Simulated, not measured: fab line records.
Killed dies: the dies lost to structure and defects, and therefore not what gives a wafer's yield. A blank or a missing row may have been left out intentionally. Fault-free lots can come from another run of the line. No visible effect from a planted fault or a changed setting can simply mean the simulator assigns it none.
Struck lot and sound lot, side by side + flow nand-harc + 21 steps out of a route of 1302
Sound: wafers L630.3, L630.5, L630.6. The struck wafers were L643.3, L643.4, L643.6. The cause is named last.
Per side, at each step with rows, come the tool, then ch with its chambers, and then its first start. Under that, the readings that differ: sound wafers + struck wafers + difference of the means + sigmas: that difference in standard deviations of wafers without a fault.
alike: same words and numbers on both sides, and readings whose means sit less than 2 such deviations apart. not compared: any withheld reading, any reading some wafer has no value for, any bound like >300 that may hide the same value, and any number with overlapping values for which the record gives no deviation.
A row with sigmas, a row that says differs or no value, or rows on one side alone: a step with any of these is where the two part. Numbers that don't overlap but have no deviation are shown without sigmas and don't part them. Lack of a reading on every wafer of one side parts them only where that side has two or more wafers.

NHARC_A_SGD_CUT_INSPECT_11:
  struck on defect-inspect-01, day 27 01:22; sound on defect-inspect-01, day 21 18:20
  alike: raw-defect-count
then, 2 steps without rows for these wafers: NHARC_A_SGD_CUT_DESCUM_14 (chemistry O2, time 3 s); NHARC_A_SGD_CUT_ETCH_58 (etches the open film in CF4, target depth 39 nm, time 65 s).
NHARC_A_SGD_CUT_ETCH_59: etches the open film in N2/H2, target depth 260 nm, time 406.25 s.
  sound on rie-diel-11 ch 0,1; struck on rie-diel-04 ch 0,3
  alike: drypump-motor-current-A, oes-product-au, rf-vpp-V, showerhead-plenum-p-Torr, throttle-valve-pct
  not compared: rf-hours-counter-h
NHARC_A_SGD_CUT_ETCH_15: etches the open film in CH3F/O2, target depth 75 nm, time 64.3 s.
  sound on rie-diel-11 ch 1,2,3; struck on rie-diel-04 ch 1,2
  alike: drypump-motor-current-A, oes-product-au, rf-vpp-V, showerhead-plenum-p-Torr, throttle-valve-pct
  not compared: rf-hours-counter-h
NHARC_A_SGD_CUT_ETCH_16: etches the open film in C4F8/O2/Ar, target depth 310.5 nm, time 155.2 s.
  sound on rie-diel-11 ch 2,3; struck on rie-diel-04 ch 1,2
  alike: oes-product-au, rf-vpp-V
  not compared: rf-hours-counter-h
then, 6 steps without rows for these wafers: NHARC_A_SGD_CUT_STRIP_60 (strips in C4F8/O2/Ar); NHARC_A_SGD_CUT_STRIP_17 (strips in O2); NHARC_A_SGD_CUT_PRECLEAN_18 (cleans in SC1); NHARC_A_SGD_CUT_SRD_19; NHARC_A_SGD_CUT_DEP_20 (deposits SiO2, target thk 150 nm); NHARC_A_SGD_CUT_ANNEAL_27 (time 1800 s).
NHARC_A_SGD_CUT_CMP_21: polishes, target thk 148.19 nm.
  sound on cmp-04 ch 0,2,3, day 21 22:26; struck on cmp-03 ch 1,2,3, day 27 07:03
| reading                | sound    | struck   | difference | sigmas |
|------------------------|----------|----------|------------|--------|
| time-to-endpoint-s (s) | 54 57 55 | 50 49 46 | -7         | -2     |
  alike: motor-current-A
  not compared: pad-life-wafers
NHARC_A_SGD_CUT_THK_MEAS_22: measures by ellipsometry.
  struck on film-metro-02, day 27 07:17; sound on film-metro-02, day 21 22:37
  alike: thk-nm
then, 2 steps without rows for these wafers: NHARC_A_SGD_CUT_SRD_23; NHARC_A_SGD_CUT_ETCH_26 (etches SiO2 in dHF, target depth 45.8 nm).
NHARC_A_SGD_CUT_ETCHBACK_24: etches the open film in CH3F/O2, target depth 50 nm, time 92.857 s.
  sound on rie-diel-12 ch 1,2,3, day 21 22:52; struck on rie-diel-11 ch 0,1,2, day 27 07:32
  alike: drypump-motor-current-A, oes-product-au, rf-vpp-V, showerhead-plenum-p-Torr, throttle-valve-pct
  not compared: rf-hours-counter-h
NHARC_A_SGD_CUT_STRIP_28: strips in O2, time 20 s.
  sound on rie-diel-12 ch 2,3; struck on rie-diel-11 ch 1,3
  alike: drypump-motor-current-A, oes-product-au, rf-vpp-V, showerhead-plenum-p-Torr, throttle-valve-pct
  not compared: rf-hours-counter-h
NHARC_A_SGD_CUT_INSPECT_25:
  struck on defect-inspect-02, day 27 07:45; sound on defect-inspect-02, day 21 23:32
| reading          | sound       | struck      | difference | sigmas |
|------------------|-------------|-------------|------------|--------|
| raw-defect-count | 364 474 317 | 722 713 868 | +383       | +4     |
then, 1 step without rows for these wafers: NHARC_A_SLIT_DEP_25 (deposits SiO2, target thk 200 nm).
-- record jumps: 5 days between struck wafers' starts before vs after; left off in module A_SLIT, resumes in module END, first step shown is number 1302 of the route --
NHARC_END_SORT_01:
  only the struck wafers appear in the record here, on prober-02 ch 0 at day 32 07:40; the sound ones have no rows

## WHERE THEY PART
Earliest at NHARC_A_SGD_CUT_CMP_21; latest, in this record, at NHARC_END_SORT_01.

WHY: the cause the simulator had injected
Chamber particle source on cmp-03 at NHARC_A_SGD_CUT_CMP_21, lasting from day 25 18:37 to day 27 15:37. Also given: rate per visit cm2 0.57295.
